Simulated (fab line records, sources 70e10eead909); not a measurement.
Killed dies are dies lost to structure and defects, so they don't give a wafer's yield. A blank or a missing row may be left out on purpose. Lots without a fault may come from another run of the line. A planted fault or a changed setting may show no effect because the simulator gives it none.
fab line records | flow nand_harc
record lots=12 wafers=36 last_day=24
route steps=1159 shown A_CONTACT@898 END@1159
lots that met no fault: from a run of the same line without faults
start_h: hours from the record's first day to the start of the lot's first wafer shown | wait_h: hours since the lot's step before | " the same as in the row above | L1.1+2: a row that stands for several wafers | - no value, or no start given | * or withheld: withheld | < > ~ a bound
route shown NAME@n: a module of which the file shows steps, and the number in the route of the first | usual: mean/standard deviation of fault-free wafers | same: alike in all rows | chamber/n: place in a boat | sites: the reading at each site | _std_site: their standard deviation | _edge_site: outer sites' mean less inner sites' | radius_mm: how far each site lies from the wafer's centre | mask NAME#n: copy n | behind: the tool/chamber that last shaped the wafer | hold: why the lot was held/for how many hours/how that ended | device: the transistor (n, p or np) that didn't switch | end of line: the same wafers' tests at the end of the route | a step without rows: its recipe alone | killed: dies lost to structure and defects at the first sort, not the wafer's yield | map: a wafer's dies, x killed, . not, _ none there
set.NAME: the setting as run; set.NAME@STEP: as run at that earlier step | model.NAME: the simulator's own value behind a step, which no gauge read
steps of the route over a sample of lots; a table a step, a row a wafer
services: from which hour (start_h, from the record's first day; less than 0 if before it) a tool's chamber was out of use, for how many hours, and why
## steps
# step NHARC_A_CONTACT_INSPECT_71
# usual raw_defect_count=27/13
# columns lot.wafer tool chamber start_h wait_h raw_defect_count
L584.1 defect_inspect-02 - 384.66 0.0 4
L584.4 " - " " 10
L584.6 " - " " 11
L587.2 defect_inspect-02 - 386.31 0.0 17
L587.5 " - " " 18
L587.6 " - " " 13
L588.3 defect_inspect-01 - 435.45 0.1 5
L588.4 " - " " 5
L588.6 " - " " 7
L595.1 defect_inspect-01 - 445.41 0.0 21
L595.2 " - " " 31
L595.4 " - " " 34
L594.1 defect_inspect-02 - 468.73 0.0 22
L594.2 " - " " 27
L594.5 " - " " 32
L600.2 defect_inspect-02 - 473.33 0.0 32
L600.3 " - " " 26
L600.6 " - " " 44
L598.4 defect_inspect-02 - 483.63 0.0 11
L598.5 " - " " 26
L598.6 " - " " 18
L602.2 defect_inspect-01 - 498.81 0.0 47
L602.5 " - " " 30
L602.6 " - " " 40
L603.1 defect_inspect-02 - 511.87 0.0 55
L603.2 " - " " 52
L603.4 " - " " 52
L604.2 defect_inspect-02 - 512.81 0.0 10
L604.3 " - " " 22
L604.4 " - " " 19
L605.1 defect_inspect-02 - 516.70 0.0 37
L605.3 " - " " 25
L605.4 " - " " 38
L606.4 defect_inspect-02 - 516.96 0.0 9
L606.5 " - " " 20
L606.6 " - " " 19
# step NHARC_A_CONTACT_ETCH_78
# recipe target_depth_a=28000 over_etch_frac=0.3 time_s=728 ion_energy_ev=150 o2_flow_sccm=400 cos_flow_sccm=20 ar_flow_sccm=0 rf_w=500 bias_w=300 chemistry=O2/COS
# usual bias_w=299.9/1 chamber_pressure_mTorr=19.998/0.018 drypump_motor_current_A=5.5/0.41 oes_product_au=0.999/0.0077 rf_vpp_V=313.4/2.3 showerhead_plenum_p_Torr=3.07/0.15 throttle_valve_pct=28.330/0.0099
# columns lot.wafer tool chamber start_h wait_h bias_w chamber_pressure_mTorr drypump_motor_current_A oes_product_au rf_hours_counter_h rf_vpp_V showerhead_plenum_p_Torr throttle_valve_pct
L584.1 rie_diel-09 1 - - 300.0 20.007 5.0 0.993 41 312.7 2.98 28.320
L584.4 " 2 " " 299.5 19.984 6.4 0.992 48 315.3 3.20 28.335
L584.6 " 2 " " 300.1 20.004 6.4 0.989 - 315.9 3.20 28.332
L587.2 rie_diel-11 2 - - 298.0 20.028 5.9 0.990 3 310.4 2.92 28.333
L587.6 " 2 " " 300.3 20.001 5.9 0.997 - 311.6 2.92 28.335
L587.5 " 0 " " 300.7 20.024 5.2 0.999 - 316.0 3.22 28.334
L588.3 rie_diel-11 2 - - 301.9 19.967 5.8 0.994 9 312.4 2.92 28.331
L588.4 " 0 " " 300.7 20.021 5.2 1.006 9 315.1 3.22 28.336
L588.6 " 2 " " 301.2 19.986 5.8 0.999 - 310.4 2.92 28.315
L595.1 rie_diel-10 1 - - 300.3 20.006 5.4 1.006 36 316.5 3.21 28.326
L595.2 " 3 " " 298.8 19.986 5.4 1.013 31 315.0 3.15 28.333
L595.4 " 0 " " 299.7 20.014 5.3 1.014 35 312.9 3.13 28.321
L594.2 rie_diel-11 1 - - 303.3 19.981 5.7 1.002 16 311.0 2.89 28.342
L594.1 " 3 " " 300.0 19.993 5.2 0.981 17 311.5 2.90 28.323
L594.5 " 0 " " 301.2 19.971 5.2 0.995 - 315.2 3.21 28.337
L600.3 rie_diel-09 1 - - 299.3 20.006 5.0 0.987 12 311.3 2.96 28.316
L600.2 " 3 " " 301.5 20.034 5.4 1.013 13 315.8 3.13 28.329
L600.6 " 2 " " 299.9 19.992 6.4 1.010 - 315.5 3.18 28.335
L598.4 rie_diel-09 0 - - 300.9 20.011 5.4 1.000 17 318.5 3.33 28.321
L598.6 " 0 " " 300.0 20.005 5.4 1.007 - 316.7 3.33 28.335
L598.5 " 1 " " 299.1 19.996 5.0 0.986 - 312.5 2.96 28.322
L602.2 rie_diel-11 0 - - 301.3 19.995 5.2 1.005 23 316.2 3.21 28.325
L602.6 " 3 " " 298.7 20.019 5.2 1.001 - 310.4 2.90 28.321
L602.5 " 0 " " 301.2 20.001 5.2 0.998 - 315.3 3.21 28.338
L603.1 rie_diel-09 0 - - 299.4 19.980 5.4 0.994 25 316.7 3.33 28.324
L603.2 " 1 " " 300.8 19.978 5.0 0.985 24 312.0 2.96 28.339
L603.4 " 2 " " 299.1 20.013 6.4 0.991 22 315.3 3.18 28.336
L604.4 rie_diel-11 3 - - 299.5 20.024 5.2 1.005 26 310.3 2.89 28.344
L604.2 " 0 " " 298.8 19.985 5.2 0.995 26 313.9 3.21 28.299
L604.3 " 2 " " 299.6 20.032 5.8 0.984 26 310.7 2.91 28.354
L605.3 rie_diel-10 3 - - 299.2 19.984 5.4 1.001 51 314.4 3.14 28.327
L605.4 " 0 " " 299.2 19.983 5.3 1.011 58 312.3 3.12 28.338
L605.1 " 2 " " 299.5 19.997 5.8 0.996 53 310.7 2.89 28.330
L606.4 rie_diel-09 3 - - 299.4 19.970 5.4 0.999 25 313.6 3.12 28.342
L606.6 " 2 " " 300.2 19.992 6.4 0.997 - 316.5 3.18 28.338
L606.5 " 3 " " 301.0 20.021 5.4 0.997 - 313.1 3.12 28.329
# step NHARC_A_CONTACT_ETCH_125
# recipe source_w=withheld pressure_mtorr=20 bias_v=1200 time_s=155 target_depth_a=9560 ar_flow_sccm=withheld c4f8_flow_sccm=withheld o2_flow_sccm=withheld chemistry=C4F8/O2/Ar
# usual chamber_pressure_mTorr=19.998/0.016 oes_air_line_au=0.998/0.02
# columns lot.wafer tool chamber start_h wait_h chamber_pressure_mTorr oes_air_line_au rf_hours_counter_h
L584.1 har_cap_etch-02 0 386.56 0.2 19.989 1.008 12
L584.4 " 0 " " 20.004 1.004 -
L584.6 " 1 " " 19.993 1.004 -
L587.2 har_cap_etch-03 1 387.90 0.2 20.017 0.994 85
L587.6 " 1 " " 20.009 0.991 -
L587.5 " 0 " " 19.981 1.016 -
L588.3 har_cap_etch-01 0 437.03 0.1 19.990 1.011 -
L588.4 " 1 " " 19.958 1.008 -
L588.6 " 0 " " 19.989 1.016 -
L595.2 har_cap_etch-01 1 447.07 0.2 19.982 1.001 69
L595.1 " 0 " " 19.997 0.990 69
L595.4 " 0 " " 20.020 0.959 -
L594.1 har_cap_etch-01 0 470.12 0.2 19.969 0.989 71
L594.2 " 1 " " 19.969 0.951 71
L594.5 " 0 " " 20.034 0.999 -
L600.2 har_cap_etch-02 0 474.73 0.2 19.986 1.001 25
L600.3 " 0 " " 19.986 0.996 -
L600.6 " 1 " " 19.980 0.986 -
L598.4 har_cap_etch-03 0 485.08 0.1 20.008 0.966 -
L598.6 " 1 " " 20.019 0.986 -
L598.5 " 0 " " 19.986 1.031 -
L602.2 har_cap_etch-02 0 500.20 0.2 20.005 0.983 30
L602.6 " 0 " " 19.989 1.025 -
L602.5 " 1 " " 20.000 1.024 -
L603.1 har_cap_etch-01 0 513.48 0.2 20.015 1.014 78
L603.2 " 1 " " 19.986 0.992 78
L603.4 " 0 " " 19.985 1.023 -
L604.2 har_cap_etch-03 0 514.57 0.2 19.991 1.008 106
L604.3 " 0 " " 20.025 1.036 -
L604.4 " 1 " " 20.000 0.996 -
L605.1 har_cap_etch-02 0 518.22 0.2 19.983 0.972 34
L605.4 " 1 " " 19.996 1.013 -
L605.3 " 0 " " 19.996 1.018 -
L606.4 har_cap_etch-01 1 518.64 0.1 20.013 1.003 -
L606.5 " 1 " " 20.007 1.008 -
L606.6 " 0 " " 20.008 1.021 -
# step NHARC_A_CONTACT_ETCH_126
# recipe source_w=withheld pressure_mtorr=20 bias_v=1200 time_s=155 target_depth_a=9560 ar_flow_sccm=withheld c4f8_flow_sccm=withheld o2_flow_sccm=withheld chemistry=C4F8/O2/Ar
# usual chamber_pressure_mTorr=20.001/0.02 oes_air_line_au=1.001/0.02
# columns lot.wafer tool chamber start_h wait_h chamber_pressure_mTorr oes_air_line_au rf_hours_counter_h
L584.1 har_cap_etch-02 0 386.70 0.1 19.991 1.003 12
L584.4 " 0 " " 20.042 0.962 -
L584.6 " 1 " " 19.988 1.027 -
L587.2 har_cap_etch-03 1 388.04 0.1 19.982 1.010 85
L587.6 " 1 " " 20.007 0.993 -
L587.5 " 0 " " 20.016 0.985 -
L588.3 har_cap_etch-01 0 437.18 0.1 19.986 1.014 -
L588.4 " 1 " " 20.034 0.982 -
L588.6 " 0 " " 20.002 1.025 -
L595.2 har_cap_etch-01 1 447.21 0.1 - - -
L595.1 " 0 " " - - -
L595.4 " 0 " " - - -
L594.1 har_cap_etch-01 0 470.26 0.1 - - -
L594.2 " 1 " " - - -
L594.5 " 0 " " - - -
L600.2 har_cap_etch-02 0 474.88 0.1 19.997 0.983 25
L600.3 " 0 " " 20.006 0.990 -
L600.6 " 1 " " 19.985 0.982 -
L598.4 har_cap_etch-03 0 485.23 0.1 20.012 1.060 -
L598.6 " 1 " " 20.015 0.986 -
L598.5 " 0 " " 19.984 1.028 -
L602.2 har_cap_etch-02 0 500.34 0.1 19.988 0.985 30
L602.6 " 0 " " 20.004 0.984 -
L602.5 " 1 " " 19.992 0.988 -
L603.1 har_cap_etch-01 0 513.62 0.1 20.015 0.973 78
L603.2 " 1 " " 19.999 1.021 78
L603.4 " 0 " " 20.031 0.986 -
L604.2 har_cap_etch-03 0 514.71 0.1 19.997 1.017 106
L604.3 " 0 " " 20.032 1.007 -
L604.4 " 1 " " 19.967 1.027 -
L605.1 har_cap_etch-02 0 518.36 0.1 19.985 0.991 34
L605.4 " 1 " " 19.970 0.986 -
L605.3 " 0 " " 20.039 0.991 -
L606.4 har_cap_etch-01 1 518.78 0.1 20.042 1.024 -
L606.5 " 1 " " 19.994 1.011 -
L606.6 " 0 " " 20.025 1.029 -
# step NHARC_END_SORT_01
# recipe temp_c=25
# usual killed_at_array=25/9.5 killed_at_other=0.8/1.2 killed_at_periphery=3.4/2.2 killed_dies=29/10 killed_open=3.3/1.8 killed_short=2.1/1.4
# same gross_dies=677
# columns lot.wafer tool chamber start_h wait_h killed_at_array killed_at_other killed_at_periphery killed_dies killed_open killed_short
L595.1 prober-01 0 510.82 2.5 675 0 2 677 0 4
L595.2 prober-01 0 511.62 2.8 672 0 5 677 1 5
L595.4 prober-01 0 513.22 3.4 671 0 6 677 6 0
L594.1 prober-02 0 535.34 2.5 669 2 6 677 7 3
L594.2 prober-02 0 536.14 2.8 670 5 2 677 1 3
L594.5 prober-02 0 538.57 3.7 664 1 12 677 2 2
# killed by level:class
L595.1 A_CONTACT:area_etch=655 A_CHANNEL_HOLE_D1:chamber_film_flake=14 A_WL_FILL:chamber_film_flake=2 A_ONON_D1:geometric_particle:short=1 A_SGD_CUT:geometric_particle:short=1 A_BLC:geometric_particle:short=1 A_M1:geometric_particle:short=1 P_STI:chamber_film_flake=1
L595.2 A_CONTACT:area_etch=643 A_CHANNEL_HOLE_D1:chamber_film_flake=18 A_STAIRCASE:chamber_film_flake=5 P_GATE:chamber_film_flake=2 A_WL_FILL:chamber_film_flake=2 P_STI:geometric_particle:short=1 P_GATE:geometric_particle:short=1 P_M2:geometric_particle:short=1
L595.4 A_CONTACT:area_etch=640 A_CHANNEL_HOLE_D1:chamber_film_flake=20 A_STAIRCASE:chamber_film_flake=5 A_BLC:geometric_particle:open=2 A_M0:geometric_particle:open=2 P_GATE:chamber_film_flake=2 A_CONTACT:chamber_film_flake=2 P_CONTACT:geometric_particle:open=1
L594.1 A_CONTACT:area_etch=650 A_SLIT:chamber_film_flake=5 A_CHANNEL_HOLE_D1:chamber_film_flake=3 P_CONTACT:geometric_particle:open=2 A_CONTACT:geometric_particle:open=2 A_STAIRCASE:chamber_film_flake=2 THIN_TSV:chamber_film_flake=2 P_M0:geometric_particle:open=1
L594.2 A_CONTACT:area_etch=647 A_SLIT:chamber_film_flake=13 A_CHANNEL_HOLE_D1:chamber_film_flake=4 THIN_TSV:chamber_film_flake=3 A_WL_FILL:geometric_particle:short=1 A_WL_FILL:geometric_particle:open=1 A_M0:geometric_particle:short=1 STARTING-WAFER:geometric_particle:short=1
L594.5 A_CONTACT:area_etch=645 A_SLIT:chamber_film_flake=9 P_M1:chamber_film_flake=4 P_GATE:chamber_film_flake=3 A_CHANNEL_HOLE_D1:chamber_film_flake=3 A_STAIRCASE:chamber_film_flake=3 P_GATE:geometric_particle:short=2 P_M2:chamber_film_flake=2
## services
# columns tool chamber start_h hours kind
rie_diel-11 - 366.50 9.0 pm
rie_diel-11 0 366.50 9.0 vent_cycle
rie_diel-11 1 366.50 9.0 vent_cycle
rie_diel-11 2 366.50 9.0 vent_cycle
rie_diel-11 3 366.50 9.0 vent_cycle
rie_diel-11 0 375.50 - clean
rie_diel-11 1 375.50 - clean
rie_diel-11 2 375.50 - clean
rie_diel-11 3 375.50 - clean
rie_diel-11 3 384.36 7.9 repair
rie_diel-09 0 385.81 - clean
rie_diel-09 1 385.81 - clean
rie_diel-09 2 385.81 - clean
rie_diel-09 3 385.81 - clean
rie_diel-11 0 400.00 - clean
rie_diel-11 1 400.00 - clean
har_cap_etch-02 - 403.29 0.7 repair
har_cap_etch-02 - 409.52 0.7 repair
rie_diel-10 - 424.08 0.6 repair
rie_diel-09 - 431.17 9.0 pm
rie_diel-09 2 454.39 10.1 repair
rie_diel-10 3 470.73 5.4 repair
rie_diel-09 1 500.51 1.6 repair
rie_diel-11 3 516.17 7.5 repair
## key
first_sign step=NHARC_A_CONTACT_ETCH_126 reading=tool_record direction=missing
effect step=NHARC_END_SORT_01 reading=killed_at_array direction=up sigmas=68 usual=25 struck=670
more_kills_born_at NHARC_A_CONTACT_ETCH_126@har_cap_etch-01=3880
met_at NHARC_A_CONTACT_ETCH_126
struck_lots L594,L595
later_rows_left_out L594.1,L594.2,L594.5,L595.1,L595.2,L595.4
tester_left_out L594,L595
not_acting_at NHARC_A_CONTACT_INSPECT_71,NHARC_A_CONTACT_ETCH_78,NHARC_A_CONTACT_ETCH_125
onset_between 437.18 447.21
fault kind=skipped_step_whole tool=har_cap_etch-01 chamber=- onset_h=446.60 steps=NHARC_A_CONTACT_ETCH_126 scope=struck_lots_only
# tester_left_out: of these lots the tester's yield and bins aren't shown, on N5 and GAA mostly nor the transistor test; their killed dies are dies lost to structure and defects alone, not to doping, threshold or leakage, so they don't give the yield
# later_rows_left_out: the simulator's readings of these wafers behind a module that went badly wrong aren't trusted and aren't shown, but for the sort
